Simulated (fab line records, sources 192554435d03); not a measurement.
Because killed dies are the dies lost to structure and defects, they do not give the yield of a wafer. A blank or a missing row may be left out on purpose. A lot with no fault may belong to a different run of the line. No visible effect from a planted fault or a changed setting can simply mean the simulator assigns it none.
Matching of chambers + flow n5Finfet + N5_BEOL_M4_PRE_CLEAN_60 on cvdCo-01: 3 sister chambers
The step time 15 s. 3 wafers are shown with their chamber, then 12 later ones without.

== EACH WAFER AND ITS CHAMBER ==
| wafer  | chamber | heaterPowerW (W) |
|--------|---------|------------------|
| L089.4 | 1       | 114              |
| L087.1 | 2       | 96               |
| L087.6 | 0       | 91               |

== WAFERS WHOSE CHAMBER IS MISSING ==
| wafer  | heaterPowerW (W) |
|--------|------------------|
| L092.3 | 92               |
| L092.4 | 115              |
| L092.6 | 92               |
| L093.1 | 116              |
| L093.2 | 91               |
| L093.4 | 95               |
| L095.2 | 91               |
| L095.3 | 116              |
| L095.4 | 94               |
| L096.2 | 92               |
| L096.3 | 93               |
| L096.4 | 95               |

== THE CHAMBER EACH PASSED THROUGH ==
| wafer  | from the rows above     | in truth                   |
|--------|-------------------------|----------------------------|
| L092.3 | 0                       | 0                          |
| L092.4 | 1                       | 1                          |
| L092.6 | 0                       | 0                          |
| L093.1 | 1                       | 1                          |
| L093.2 | 0                       | 0                          |
| L093.4 | 2                       | 2                          |
| L095.2 | 0                       | 0                          |
| L095.3 | 1                       | 1                          |
| L095.4 | can't be placed: 2 or 0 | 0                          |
| L096.2 | 0                       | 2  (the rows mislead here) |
| L096.3 | can't be placed: 0 or 2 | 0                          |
| L096.4 | 2                       | 2                          |
Placed correctly: 9 of 12. Can't be placed from these rows: 2 (the true chamber is among the candidates in 2). Wrongly placed: 1.
How it was worked out, from the rows above alone: a wafer's distance from a chamber is the root of the sum, over the readings, of the square of ((its reading less the chamber's mean) divided by the reading's scatter). If the next closest chamber is less than 2 further off than the closest, the wafer can't be placed; otherwise it belongs to the closest. The mean given for a chamber averages the wafers shown for that chamber. The scatter: root of mean squared gap, hidden wafer to nearest shown wafer, with one shown wafer a chamber.
